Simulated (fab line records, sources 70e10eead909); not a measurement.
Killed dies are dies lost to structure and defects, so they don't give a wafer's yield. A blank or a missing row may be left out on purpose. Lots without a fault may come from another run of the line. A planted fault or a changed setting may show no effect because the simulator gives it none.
fab line records | flow nand_harc
record lots=11 wafers=33 last_day=34
route steps=1302 shown A_STAIRCASE@786 END@1302
lots that met no fault: from a run of the same line without faults
start_h: hours from the record's first day to the start of the lot's first wafer shown | wait_h: hours since the lot's step before | " the same as in the row above | L1.1+2: a row that stands for several wafers | - no value, or no start given | * or withheld: withheld | < > ~ a bound
route shown NAME@n: a module of which the file shows steps, and the number in the route of the first | usual: mean/standard deviation of fault-free wafers | same: alike in all rows | chamber/n: place in a boat | sites: the reading at each site | _std_site: their standard deviation | _edge_site: outer sites' mean less inner sites' | radius_mm: how far each site lies from the wafer's centre | mask NAME#n: copy n | behind: the tool/chamber that last shaped the wafer | hold: why the lot was held/for how many hours/how that ended | device: the transistor (n, p or np) that didn't switch | end of line: the same wafers' tests at the end of the route | a step without rows: its recipe alone | killed: dies lost to structure and defects at the first sort, not the wafer's yield | map: a wafer's dies, x killed, . not, _ none there
set.NAME: the setting as run; set.NAME@STEP: as run at that earlier step | model.NAME: the simulator's own value behind a step, which no gauge read
steps of the route over a sample of lots; a table a step, a row a wafer
services: from which hour (start_h, from the record's first day; less than 0 if before it) a tool's chamber was out of use, for how many hours, and why
## steps
# step NHARC_A_STAIRCASE_HM_OPEN_457
# recipe o2_flow_sccm=400 cos_flow_sccm=20 ar_flow_sccm=0 rf_w=500 bias_w=300 chemistry=O2/COS
# usual drypump_motor_current_A=5.7/0.54 oes_product_au=1.001/0.0079 rf_vpp_V=466.2/2.8 showerhead_plenum_p_Torr=3.08/0.12 throttle_valve_pct=28.330/0.0092
# columns lot.wafer tool chamber start_h wait_h drypump_motor_current_A oes_product_au rf_hours_counter_h rf_vpp_V showerhead_plenum_p_Torr throttle_valve_pct
L758.3 rie_diel-04 2 - - 5.8 1.007 1 465.8 3.06 28.325
L758.2 " 3 " " 6.2 1.006 1 470.2 3.19 28.332
L758.6 " 1 " " 4.9 1.007 - 461.2 2.93 28.329
L760.3 rie_diel-07 3 - - 6.1 1.011 40 465.0 3.01 28.326
L760.4 " 0 " " 6.5 0.994 40 470.8 3.29 28.300
L760.1 " 1 " " 5.7 1.010 41 467.0 3.06 28.339
L766.1 rie_diel-07 0 - - 6.5 1.004 56 471.8 3.29 28.331
L766.2 " 1 " " 5.7 0.993 52 465.7 3.05 28.313
L766.4 " 2 " " 5.9 1.001 53 466.4 3.08 28.324
L765.2 rie_diel-07 3 - - 6.2 1.005 54 463.6 3.00 28.326
L765.6 " 1 " " 5.7 0.992 - 464.8 3.05 28.324
L765.5 " 3 " " 6.2 1.000 - 464.9 3.00 28.332
L767.2 rie_diel-10 1 - - 5.2 1.003 9 466.1 3.01 28.344
L767.3 " 2 " " 6.0 1.017 7 462.9 2.94 28.336
L767.4 " 3 " " 5.6 1.006 7 464.8 3.00 28.331
L776.3 rie_diel-10 0 - - 6.3 1.009 38 466.7 3.11 28.323
L776.1 " 2 " " 6.0 0.998 36 462.2 2.92 28.329
L776.6 " 0 " " 6.3 1.001 - 468.1 3.11 28.344
L775.4 rie_diel-10 0 - - 6.3 0.993 39 468.1 3.11 28.332
L775.3 " 3 " " 5.6 0.995 33 464.7 2.99 28.338
L775.6 " 0 " " 6.3 0.992 - 466.9 3.11 28.357
L778.4 rie_diel-10 3 - - 5.5 0.992 39 464.8 2.99 28.334
L778.6 " 2 " " 6.0 1.014 - 463.4 2.92 28.334
L778.5 " 3 " " 5.6 1.006 - 464.5 2.99 28.327
L777.3 rie_diel-07 3 - - 6.2 0.995 25 464.4 2.99 28.326
L777.6 " 2 " " 5.9 1.001 - 465.0 3.07 28.320
L777.5 " 3 " " 6.1 0.989 - 465.2 2.99 28.341
L780.2 rie_diel-04 3 - - 6.2 0.998 12 468.5 3.16 28.337
L780.1 " 0 " " 4.6 1.004 12 471.8 3.31 28.310
L780.3 " 1 " " 5.0 1.002 13 461.6 2.90 28.320
L779.1 rie_diel-07 0 - - 6.5 1.009 25 468.5 3.27 28.325
L779.2 " 1 " " 5.7 1.017 28 464.3 3.03 28.338
L779.5 " 3 " " 6.2 1.010 - 464.7 2.98 28.346
# step NHARC_A_STAIRCASE_DEP_301
# recipe target_thk_a=300 target_thk_nm=30 temp_c=400 pressure_torr=3.5 flow_sccm=200 rf_w=350 material=SiON
# usual heater_power_w=810/94 rf_fwd_power_W=348.5/1.2 susceptor_temp_C=400.02/0.23
# columns lot.wafer tool chamber start_h wait_h heater_power_w rf_fwd_power_W since_wet_clean_h susceptor_temp_C
L758.2 pecvd-04 1 389.59 1.3 742 350.7 107 399.96
L758.3 " 2 " " 788 349.8 107 400.22
L758.6 " 2 " " 803 348.7 - 400.04
L760.3 pecvd-01 0 410.58 1.0 994 350.0 86 399.95
L760.1 " 1 " " 895 348.2 86 399.92
L760.4 " 1 " " 908 349.2 - 399.97
L766.1 pecvd-01 2 450.38 1.5 713 348.5 126 400.13
L766.2 " 0 " " 911 348.6 126 399.88
L766.4 " 2 " " 726 348.9 - 399.88
L765.2 pecvd-01 0 461.05 1.3 892 489.0 137 400.12
L765.5 " 2 " " 654 347.6 - 400.24
L765.6 " 0 " " 903 488.4 - 400.09
L767.2 pecvd-01 0 474.67 1.3 778 490.8 150 400.10
L767.3 " 2 " " 761 347.8 150 400.53
L767.4 " 1 " " 830 347.9 - 400.27
L776.3 pecvd-02 1 557.14 0.9 717 349.7 136 399.73
L776.1 " 0 " " 847 348.9 136 400.14
L776.6 " 0 " " 870 348.9 - 399.54
L775.3 pecvd-01 2 557.88 0.9 664 348.3 53 400.28
L775.4 " 0 " " 931 349.5 - 400.07
L775.6 " 1 " " 801 348.5 - 399.89
L778.6 pecvd-02 2 573.37 0.1 736 347.3 - 400.56
L778.4 " 0 " " 890 348.2 - 400.34
L778.5 " 1 " " 707 348.9 - 399.74
L777.3 pecvd-04 2 578.75 1.0 855 347.8 115 399.79
L777.6 " 0 " " 863 347.8 - 399.96
L777.5 " 1 " " 784 349.9 - 400.17
L780.3 pecvd-01 1 597.13 0.9 779 345.6 92 399.36
L780.1 " 2 " " 595 348.6 92 400.28
L780.2 " 0 " " 975 349.5 92 399.84
L779.2 pecvd-01 0 608.00 1.3 965 347.8 103 399.85
L779.1 " 2 " " 718 346.6 103 399.89
L779.5 " 0 " " 922 347.4 - 400.32
# step NHARC_A_STAIRCASE_DESCUM_312
# recipe time_s=3 o2_flow_sccm=200 ar_flow_sccm=0 bias_power_w=0 chemistry=O2
# usual drypump_motor_current_A=5.8/0.53 oes_product_au=1.001/0.0063 rf_vpp_V=57.6/0.92 showerhead_plenum_p_Torr=1.88/0.08 throttle_valve_pct=11.312/0.0092
# columns lot.wafer tool chamber start_h wait_h drypump_motor_current_A oes_product_au rf_hours_counter_h rf_vpp_V showerhead_plenum_p_Torr throttle_valve_pct
L758.3 rie_diel-07 3 390.41 - 6.2 1.009 34 56.9 1.84 11.297
L758.2 " 0 " " 6.5 1.000 35 58.6 2.03 11.309
L758.6 " 0 " " 6.5 0.998 - 57.3 2.03 11.317
L760.4 rie_diel-10 3 411.54 - 5.6 1.000 33 56.6 1.84 11.321
L760.1 " 0 " " 6.3 1.005 51 58.4 1.92 11.313
L760.3 " 1 " " 5.1 1.006 51 59.3 1.85 11.303
L766.1 rie_diel-07 2 451.24 - 5.9 0.995 57 57.4 1.89 11.320
L766.2 " 3 " " 6.1 1.006 56 58.8 1.84 11.312
L766.4 " 0 " " 6.5 1.001 58 58.3 2.02 11.311
L765.2 rie_diel-07 3 461.87 - 6.1 0.996 62 56.6 1.83 11.310
L765.6 " 0 " " 6.5 0.995 - 59.1 2.02 11.325
L765.5 " 1 " " 5.7 0.998 - 57.4 1.86 11.312
L767.3 rie_diel-10 1 475.65 - 5.1 1.002 14 57.3 1.84 11.315
L767.2 " 2 " " 5.9 1.012 11 58.4 1.79 11.322
L767.4 " 3 " " 5.6 1.011 12 58.1 1.84 11.316
L776.3 rie_diel-07 3 558.11 - 6.1 1.008 24 58.6 1.83 11.302
L776.1 " 1 " " 5.7 1.005 18 56.6 1.86 11.298
L776.6 " 3 " " 6.1 1.004 - 57.0 1.83 11.316
L775.4 rie_diel-04 0 558.87 - 4.6 1.003 5 59.3 2.04 11.300
L775.3 " 1 " " 5.0 0.999 5 56.6 1.77 11.298
L775.6 " 0 " " 4.6 1.009 - 59.2 2.04 11.301
L778.6 rie_diel-10 3 574.30 - 5.6 1.001 - 57.5 1.83 11.317
L778.4 " 0 " " 6.3 1.010 - 56.4 1.90 11.301
L778.5 " 2 " " 5.9 1.006 - 56.7 1.78 11.315
L777.3 rie_diel-04 1 579.61 - 4.9 1.002 13 57.1 1.77 11.307
L777.5 " 1 " " 4.9 1.005 - 57.9 1.77 11.302
L777.6 " 2 " " 5.8 0.996 - 58.3 1.85 11.313
L780.1 rie_diel-04 2 598.11 - 5.8 0.998 20 59.1 1.85 11.311
L780.3 " 3 " " 6.2 1.009 19 55.9 1.93 11.326
L780.2 " 0 " " 4.6 0.998 17 57.9 2.03 11.308
L779.1 rie_diel-10 1 608.88 - 5.1 1.004 1 57.7 1.83 11.320
L779.2 " 2 " " 5.9 0.987 1 56.3 1.78 11.309
L779.5 " 0 " " 6.3 1.007 - 56.7 1.90 11.309
# step NHARC_A_STAIRCASE_HM_OPEN_463
# recipe o2_flow_sccm=400 cos_flow_sccm=20 ar_flow_sccm=0 rf_w=500 bias_w=300 chemistry=O2/COS
# usual drypump_motor_current_A=5.8/0.49 oes_product_au=1.001/0.0079 rf_vpp_V=466.2/2.6 showerhead_plenum_p_Torr=3.07/0.12 throttle_valve_pct=28.330/0.0088
# columns lot.wafer tool chamber start_h wait_h drypump_motor_current_A oes_product_au rf_hours_counter_h rf_vpp_V showerhead_plenum_p_Torr throttle_valve_pct
L758.2 rie_diel-07 3 - - 6.1 0.997 34 466.8 3.01 28.328
L758.3 " 0 " " 6.5 1.002 35 470.2 3.30 28.337
L758.6 " 0 " " 6.5 1.000 - 468.8 3.30 28.344
L760.4 rie_diel-10 3 - - 5.5 1.002 33 465.5 3.01 28.331
L760.3 " 0 " " 6.3 1.009 51 467.5 3.13 28.334
L760.1 " 1 " " 5.2 1.006 51 466.1 3.02 28.327
L766.1 rie_diel-07 3 - - 6.0 1.009 56 464.4 3.00 28.346
L766.4 " 0 " " 6.5 1.000 58 470.4 3.29 28.328
L766.2 " 1 " " 5.7 1.007 57 465.7 3.05 28.332
L765.2 rie_diel-07 2 - - 5.9 0.983 64 466.8 3.08 28.323
L765.6 " 2 " " 5.9 0.992 - 467.2 3.08 28.326
L765.5 " 3 " " 6.2 0.999 - 464.7 3.00 28.331
L767.3 rie_diel-10 0 - - 6.3 1.013 15 466.7 3.12 28.324
L767.4 " 2 " " 6.0 1.015 11 463.7 2.94 28.333
L767.2 " 3 " " 5.5 1.007 12 466.1 3.00 28.307
L776.3 rie_diel-07 2 - - 5.9 0.998 21 466.2 3.07 28.315
L776.1 " 1 " " 5.7 1.000 18 467.1 3.04 28.334
L776.6 " 2 " " 5.9 0.990 - 466.8 3.07 28.328
L775.3 rie_diel-04 2 - - 5.8 1.009 5 465.5 3.03 28.336
L775.4 " 1 " " 5.0 1.005 5 462.5 2.91 28.343
L775.6 " 2 " " 5.7 1.006 - 465.2 3.03 28.334
L778.4 rie_diel-10 0 - - 6.3 0.998 - 467.7 3.10 28.334
L778.6 " 2 " " 5.9 1.006 - 462.7 2.92 28.315
L778.5 " 3 " " 5.5 1.005 - 464.3 2.99 28.311
L777.3 rie_diel-04 0 - - 4.6 0.993 12 470.4 3.31 28.328
L777.5 " 3 " " 6.2 0.993 - 468.2 3.16 28.341
L777.6 " 0 " " 4.6 0.992 - 471.0 3.31 28.342
L780.2 rie_diel-04 1 - - 4.9 0.996 18 462.1 2.90 28.321
L780.3 " 2 " " 5.8 1.008 20 464.6 3.02 28.338
L780.1 " 3 " " 6.2 1.002 19 467.5 3.15 28.331
L779.2 rie_diel-10 0 - - 6.3 1.003 1 466.9 3.10 28.326
L779.1 " 3 " " 5.6 1.001 1 464.6 2.98 28.339
L779.5 " 0 " " 6.3 1.023 - 466.0 3.10 28.331
# step NHARC_END_SORT_01
# recipe temp_c=25
# usual killed_at_array=44/16 killed_at_other=0.6/1.1 killed_at_periphery=3.9/2.6 killed_dies=48/16 killed_open=3.1/1.9 killed_short=2.4/1.8
# same gross_dies=677
# columns lot.wafer tool chamber start_h wait_h killed_at_array killed_at_other killed_at_periphery killed_dies killed_open killed_short
L765.2 prober-01 0 639.54 2.8 44 0 4 48 0 2
L765.5 prober-01 0 641.97 3.7 45 2 2 49 2 4
L765.6 prober-01 0 642.78 4.0 29 0 2 31 1 2
L767.2 prober-02 0 654.05 2.8 58 0 6 64 5 3
L767.3 prober-02 0 654.86 3.1 54 0 4 58 2 3
L767.4 prober-02 0 655.66 3.4 35 0 4 39 3 1
L778.4 prober-01 0 753.93 3.4 41 1 4 46 4 1
L778.5 prober-01 0 754.74 3.7 41 0 2 43 7 2
L778.6 prober-01 0 755.55 4.0 30 1 3 34 4 2
# killed by level:class
L765.2 A_SLIT:chamber_film_flake=15 A_CHANNEL_HOLE_D2:chamber_film_flake=9 A_SGD_CUT:chamber_film_flake=4 A_CONTACT:chamber_film_flake=4 A_CHANNEL_HOLE_D1:chamber_film_flake=3 A_STAIRCASE:chamber_film_flake=3 A_CHANNEL_FILL_D1:geometric_particle:short=2 P_GATE:chamber_film_flake=2
L765.5 A_SLIT:chamber_film_flake=15 A_CHANNEL_HOLE_D2:chamber_film_flake=8 A_STAIRCASE:chamber_film_flake=4 A_CONTACT:chamber_film_flake=4 A_ONON_D1:geometric_particle:short=2 A_CHANNEL_HOLE_D1:chamber_film_flake=2 A_SGD_CUT:chamber_film_flake=2 A_WL_FILL:chamber_film_flake=2
L765.6 A_SLIT:chamber_film_flake=14 A_STAIRCASE:chamber_film_flake=5 A_WL_FILL:chamber_film_flake=3 A_CHANNEL_HOLE_D1:chamber_film_flake=2 A_CHANNEL_HOLE_D2:chamber_film_flake=2 P_GATE:geometric_particle:open=1 A_SGD_CUT:geometric_particle:short=1 A_WL_FILL:geometric_particle:short=1
L767.2 A_CHANNEL_HOLE_D1:chamber_film_flake=36 A_CHANNEL_HOLE_D2:chamber_film_flake=11 A_CONTACT:chamber_film_flake=4 A_ONON_D1:geometric_particle:short=3 P_M0:geometric_particle:open=2 P_M1:chamber_film_flake=2 A_CHANNEL_FILL_D2:geometric_particle:open=1 A_WL_FILL:geometric_particle:open=1
L767.3 A_CHANNEL_HOLE_D1:chamber_film_flake=36 A_CHANNEL_HOLE_D2:chamber_film_flake=6 A_CONTACT:chamber_film_flake=3 P_GATE:chamber_film_flake=2 A_STAIRCASE:chamber_film_flake=2 A_ONON_D1:geometric_particle:short=1 A_CHANNEL_FILL_D1:geometric_particle:short=1 A_CHANNEL_HOLE_D2:geometric_particle:short=1
L767.4 A_CHANNEL_HOLE_D1:chamber_film_flake=21 A_CHANNEL_HOLE_D2:chamber_film_flake=8 A_CHANNEL_FILL_D2:geometric_particle:open=2 A_STAIRCASE:chamber_film_flake=2 A_CONTACT:chamber_film_flake=2 P_CONTACT:geometric_particle:short=1 P_M0:geometric_particle:open=1 P_GATE:chamber_film_flake=1
L778.4 A_SLIT:chamber_film_flake=20 A_CHANNEL_HOLE_D1:chamber_film_flake=12 A_CONTACT:chamber_film_flake=4 P_M2:chamber_film_flake=2 P_M0:geometric_particle:open=1 A_CHANNEL_FILL_D1:geometric_particle:short=1 A_ONON_D2:geometric_particle:open=1 A_BLC:geometric_particle:open=1
L778.5 A_SLIT:chamber_film_flake=20 A_CHANNEL_HOLE_D1:chamber_film_flake=4 A_STAIRCASE:chamber_film_flake=4 A_CONTACT:chamber_film_flake=3 A_ONON_D1:geometric_particle:short=2 A_DECK1_JOINT:chamber_film_flake=2 P_GATE:geometric_particle:open=1 P_CONTACT:geometric_particle:open=1
L778.6 A_SLIT:chamber_film_flake=14 A_CHANNEL_HOLE_D1:chamber_film_flake=5 A_STAIRCASE:chamber_film_flake=3 P_M2:chamber_film_flake=2 A_DECK1_JOINT:chamber_film_flake=2 A_ONON_D1:geometric_particle:open=1 A_CHANNEL_HOLE_D1:geometric_particle:open=1 A_DECK1_JOINT:geometric_particle:short=1
## services
# columns tool chamber start_h hours kind
rie_diel-10 2 348.90 2.8 repair
rie_diel-07 0 352.26 - clean
rie_diel-04 - 355.41 9.0 pm
rie_diel-07 0 364.85 8.3 repair
pecvd-02 - 367.98 1.9 repair
rie_diel-10 0 379.77 7.1 repair
pecvd-02 - 408.09 13.0 pm
rie_diel-07 1 408.63 3.9 repair
rie_diel-07 3 411.93 19.5 repair
rie_diel-10 - 419.56 9.0 pm
pecvd-04 - 431.62 0.8 repair
pecvd-04 - 450.68 13.0 pm
pecvd-04 - 465.44 0.2 repair
rie_diel-07 - 468.92 0.6 repair
rie_diel-07 - 471.23 9.0 pm
rie_diel-04 0 488.14 4.4 repair
pecvd-01 - 492.25 13.0 pm
rie_diel-04 1 492.65 4.0 repair
pecvd-01 - 522.38 0.6 repair
rie_diel-04 - 532.41 9.0 pm
rie_diel-07 - 550.42 0.9 repair
rie_diel-07 0 562.55 12.0 repair
pecvd-02 - 589.14 13.0 pm
rie_diel-10 - 596.59 9.0 pm
## key
first_sign step=NHARC_A_STAIRCASE_DEP_301 reading=rf_fwd_power_W direction=up sigmas=99+ usual=* struck=*
effect none on later readings
met_at NHARC_A_STAIRCASE_DEP_301
struck_lots L765,L767
struck_wafers L765.2,L765.6,L767.2
tester_left_out L765,L767
not_acting_at NHARC_A_STAIRCASE_HM_OPEN_457,NHARC_A_STAIRCASE_DESCUM_312,NHARC_A_STAIRCASE_HM_OPEN_463
onset_between 450.38 461.05
fault kind=process_parameter_drift tool=pecvd-01 chamber=0 onset_h=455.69 steps=NHARC_A_STAIRCASE_DEP_301 channel=rf_w offset=* shape=step end_h=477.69 acts_in=* stated=*
# tester_left_out: of these lots the tester's yield and bins aren't shown, on N5 and GAA mostly nor the transistor test; their killed dies are dies lost to structure and defects alone, not to doping, threshold or leakage, so they don't give the yield
